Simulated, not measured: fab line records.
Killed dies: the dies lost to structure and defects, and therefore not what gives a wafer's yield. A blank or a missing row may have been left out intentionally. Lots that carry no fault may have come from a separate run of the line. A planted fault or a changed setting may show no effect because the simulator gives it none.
Chamber matching || flow n5Finfet || rieSi-01 running N5_BEOL_M0_SAQP_MANDREL_ETCH_20: 4 sister chambers
The step etches a-Si in HBr/Cl2, stops on SiNx, target depth 60 nm, bt time 10 s, time 30 s. 16 wafers are shown with their chamber, then 8 later ones without.

WAFERS PAIRED WITH THEIR CHAMBERS
{"wafer": "L076.2", "chamber": 2, "throttleValvePct (%)": 35.27, "drypumpMotorCurrentA (A)": 6.6, "oesProductAu (a.u.)": 0.763}
{"wafer": "L076.5", "chamber": 0, "throttleValvePct (%)": 35.02, "drypumpMotorCurrentA (A)": 5.4, "oesProductAu (a.u.)": 0.782}
{"wafer": "L076.6", "chamber": 3, "throttleValvePct (%)": 35.40, "drypumpMotorCurrentA (A)": 6.4, "oesProductAu (a.u.)": 0.773}
{"wafer": "L078.3", "chamber": 3, "throttleValvePct (%)": 35.42, "drypumpMotorCurrentA (A)": 6.3, "oesProductAu (a.u.)": 0.755}
{"wafer": "L078.4", "chamber": 0, "throttleValvePct (%)": 35.04, "drypumpMotorCurrentA (A)": 5.4, "oesProductAu (a.u.)": 0.785}
{"wafer": "L078.6", "chamber": 0, "throttleValvePct (%)": 35.02, "drypumpMotorCurrentA (A)": 5.4, "oesProductAu (a.u.)": 0.791}
{"wafer": "L083.3", "chamber": 2, "throttleValvePct (%)": 35.27, "drypumpMotorCurrentA (A)": 6.5, "oesProductAu (a.u.)": 0.775}
{"wafer": "L083.4", "chamber": 3, "throttleValvePct (%)": 35.40, "drypumpMotorCurrentA (A)": 6.3, "oesProductAu (a.u.)": 0.759}
{"wafer": "L083.5", "chamber": 0, "throttleValvePct (%)": 35.01, "drypumpMotorCurrentA (A)": 5.4, "oesProductAu (a.u.)": 0.789}
{"wafer": "L084.2", "chamber": 1, "throttleValvePct (%)": 35.73, "drypumpMotorCurrentA (A)": 5.5, "oesProductAu (a.u.)": 0.755}
{"wafer": "L084.4", "chamber": 0, "throttleValvePct (%)": 35.05, "drypumpMotorCurrentA (A)": 5.3, "oesProductAu (a.u.)": 0.775}
{"wafer": "L084.6", "chamber": 2, "throttleValvePct (%)": 35.26, "drypumpMotorCurrentA (A)": 6.6, "oesProductAu (a.u.)": 0.773}
{"wafer": "L085.1", "chamber": 3, "throttleValvePct (%)": 35.40, "drypumpMotorCurrentA (A)": 6.4, "oesProductAu (a.u.)": 0.768}
{"wafer": "L085.2", "chamber": 2, "throttleValvePct (%)": 35.27, "drypumpMotorCurrentA (A)": 6.6, "oesProductAu (a.u.)": 0.767}
{"wafer": "L085.6", "chamber": 1, "throttleValvePct (%)": 35.70, "drypumpMotorCurrentA (A)": 5.5, "oesProductAu (a.u.)": 0.767}
{"wafer": "L089.2", "chamber": 1, "throttleValvePct (%)": 35.74, "drypumpMotorCurrentA (A)": 5.5, "oesProductAu (a.u.)": 0.753}

SIGNATURES (means of the wafers above)
{"reading": "throttleValvePct", "chamber 0": 35.0280, "chamber 1": 35.7233, "chamber 2": 35.2675, "chamber 3": 35.4050, "scatter within a chamber": 0.0139}
{"reading": "drypumpMotorCurrentA", "chamber 0": 5.380, "chamber 1": 5.500, "chamber 2": 6.575, "chamber 3": 6.350, "scatter within a chamber": 0.0461}
{"reading": "oesProductAu", "chamber 0": 0.78440, "chamber 1": 0.75833, "chamber 2": 0.76950, "chamber 3": 0.76375, "scatter within a chamber": 0.00688}
Rule: a wafer's distance from a chamber is the root of the sum, over the readings, of the square of ((its reading less the chamber's mean) divided by the reading's scatter). The wafer belongs to the nearest chamber; if the next one is less than 2 further off, it can't be placed. How the scatter is found: for the shown wafers, subtract from each reading the mean of its chamber, square and add these, divide the total by (wafers less chambers), then take the root.

WAFERS WITHOUT THEIR CHAMBER
{"wafer": "L089.4", "throttleValvePct (%)": 35.41, "drypumpMotorCurrentA (A)": 6.4, "oesProductAu (a.u.)": 0.775}
{"wafer": "L089.5", "throttleValvePct (%)": 35.42, "drypumpMotorCurrentA (A)": 6.3, "oesProductAu (a.u.)": 0.762}
{"wafer": "L094.1", "throttleValvePct (%)": 35.74, "drypumpMotorCurrentA (A)": 5.5, "oesProductAu (a.u.)": 0.751}
{"wafer": "L094.5", "throttleValvePct (%)": 35.27, "drypumpMotorCurrentA (A)": 6.6, "oesProductAu (a.u.)": 0.757}
{"wafer": "L094.6", "throttleValvePct (%)": 35.41, "drypumpMotorCurrentA (A)": 6.3, "oesProductAu (a.u.)": 0.770}
{"wafer": "L095.1", "throttleValvePct (%)": 35.72, "drypumpMotorCurrentA (A)": 5.5, "oesProductAu (a.u.)": 0.753}
{"wafer": "L095.3", "throttleValvePct (%)": 35.42, "drypumpMotorCurrentA (A)": 6.4, "oesProductAu (a.u.)": 0.760}
{"wafer": "L095.4", "throttleValvePct (%)": 35.29, "drypumpMotorCurrentA (A)": 6.6, "oesProductAu (a.u.)": 0.769}

EACH ONE'S CHAMBER
{"wafer": "L089.4", "from the rows above": 3, "in truth": 3}
{"wafer": "L089.5", "from the rows above": 3, "in truth": 3}
{"wafer": "L094.1", "from the rows above": 1, "in truth": 1}
{"wafer": "L094.5", "from the rows above": 2, "in truth": 2}
{"wafer": "L094.6", "from the rows above": 3, "in truth": 3}
{"wafer": "L095.1", "from the rows above": 1, "in truth": 1}
{"wafer": "L095.3", "from the rows above": 3, "in truth": 3}
{"wafer": "L095.4", "from the rows above": 2, "in truth": 2}
Correct placement for 8 of the 8. Can't be placed from these rows: 0. Placed wrongly: 0.
